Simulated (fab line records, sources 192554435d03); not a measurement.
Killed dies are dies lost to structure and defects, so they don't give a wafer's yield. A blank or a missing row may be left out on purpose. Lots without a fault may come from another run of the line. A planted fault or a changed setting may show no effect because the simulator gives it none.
Split-lot experiment | flow n5_finfet | 7 lots, 21 wafers read, on a route of 1938 steps

THE SPLIT
At N5_BEOL_M7_HM_DEP_02 (deposits TiN, target thk 20 nm), the setting target_thk_a was moved away from the recipe's 200 angstrom on 5 of the 21 wafers read, by +3.5% to +10.1%. The other wafers ran this setting at the recipe's value.

FROM THE SPLIT TO THE READING: what the file shows between them, 8 steps
- N5_BEOL_M7_COAT_59: time 60 s, resist thk 100 nm
- N5_BEOL_M7_COAT_60: time 60 s, resist thk 35 nm
- N5_BEOL_M7_STRIP_68: strips in N2/H2
- N5_BEOL_M7_STRIP_67: strips in CF4
- N5_BEOL_M7_HM_OPEN_17: chemistry Cl2/BCl3, target TiN, target depth 20 nm, overetch 6 nm
- N5_BEOL_M7_STRIP_19: strips in O2
- N5_BEOL_M7_STRIP_76: strips in C4F6/O2
- N5_BEOL_M7_STRIP_36: strips in N2/H2

THE READING
TiN_of_BEOL_M7_HM_DEP_02.thk_nm (the simulator's own value, which no gauge read), in nm, at N5_BEOL_M7_TRENCH_ETCH_37 (etches SiCOH lowk in C4F6/O2, target depth 93.478 nm, time 31.2 s). The file gives no usual value for it. The 16 wafers here that ran the recipe average 17.4 nm, standard deviation 0.17 nm.

wafer  | tool, chamber at the split | target_thk_a as run, angstrom | against the recipe | TiN_of_BEOL_M7_HM_DEP_02.thk_nm, nm | against lot-mates on the recipe
L077.1 | pvd_sputter-01, -          | 200                           | recipe             | 17.4                                | -
L077.5 | pvd_sputter-01, -          | 200                           | recipe             | 17.4                                | -
L077.4 | pvd_sputter-01, -          | 200                           | recipe             | 17.6                                | -
L075.2 | pvd_sputter-01, -          | 200                           | recipe             | 17.6                                | -
L075.3 | pvd_sputter-01, -          | 200                           | recipe             | 17.4                                | -
L075.6 | pvd_sputter-01, -          | 200                           | recipe             | 17.4                                | -
L082.2 | pvd_sputter-01, -          | 200                           | recipe             | 17.2                                | -
L082.4 | pvd_sputter-01, -          | 200                           | recipe             | 17.2                                | -
L082.5 | pvd_sputter-01, -          | 200                           | recipe             | 17.4                                | -
L083.2 | pvd_sputter-02, -          | 200                           | recipe             | 17.6                                | -
L083.3 | pvd_sputter-02, -          | 220.2                         | +10.1%             | 19.2                                | +1.9
L083.6 | pvd_sputter-02, -          | 200                           | recipe             | 17                                  | -
L088.1 | pvd_sputter-03, -          | 207.6                         | +3.8%              | 18.4                                | +1.0
L088.2 | pvd_sputter-03, -          | 200                           | recipe             | 17.4                                | -
L088.6 | pvd_sputter-03, -          | 200                           | recipe             | 17.4                                | -
L089.1 | pvd_sputter-03, -          | 200                           | recipe             | 17.6                                | -
L089.3 | pvd_sputter-03, -          | 209.9                         | +5.0%              | 18.4                                | +0.8
L089.4 | pvd_sputter-03, -          | 209.9                         | +5.0%              | 18.4                                | +0.8
L097.2 | pvd_sputter-01, -          | 207.1                         | +3.5%              | 18.6                                | +1.4
L097.4 | pvd_sputter-01, -          | 200                           | recipe             | 17.2                                | -
L097.5 | pvd_sputter-01, -          | 200                           | recipe             | 17.2                                | -

THE FIT
A straight line over all 21 wafers: TiN_of_BEOL_M7_HM_DEP_02.thk_nm changes by +0.203 nm for each +1% of target_thk_a; r = +0.94; the points scatter about the line by 0.21 nm.
The same after taking each lot's own level away (the mean of its wafers on the recipe; 21 wafers): +0.198 nm for each +1%; r = +0.93; scatter 0.21 nm.
On that fit, the largest move of target_thk_a shifts the reading by 2 nm.
The lots' own levels span 17.20 to 17.60 nm, that is 2.3 times the standard deviation above.
So the lot-to-lot level changes the slope little: the two slopes agree.
Check: with one of the wafers moved furthest among these (+10.1%) left out of the fit, the line predicts +2.2 nm for it against its lot-mates. It came out at +1.9 nm against them.

THE WHOLE CHAIN: every reading that the file lists as answering this split, in the file's order
step                      | what it does                                                      | reading                                                                          | change (the file's fit)               | r (the file's)
N5_BEOL_M7_HM_DEP_02      | deposits TiN, target thk 20 nm                                    | TiN_of_BEOL_M7_HM_DEP_02.thk_nm (the simulator's own value, which no gauge read) | +0.218 nm for each +1% of the setting | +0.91
N5_BEOL_M7_HM_OPEN_17     | chemistry Cl2/BCl3, target TiN, target depth 20 nm, overetch 6 nm | etch.depth_nm (the simulator's own value, which no gauge read)                   | +0.218 nm for each +1% of the setting | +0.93
N5_BEOL_M7_TRENCH_ETCH_37 | etches SiCOH lowk in C4F6/O2, target depth 93.478 nm, time 31.2 s | TiN_of_BEOL_M7_HM_DEP_02.thk_nm (the simulator's own value, which no gauge read) | +0.208 nm for each +1% of the setting | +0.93

THE FILE'S OWN FIT
TiN_of_BEOL_M7_HM_DEP_02.thk_nm changes by +0.208 nm for each +1% of target_thk_a, r = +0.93.
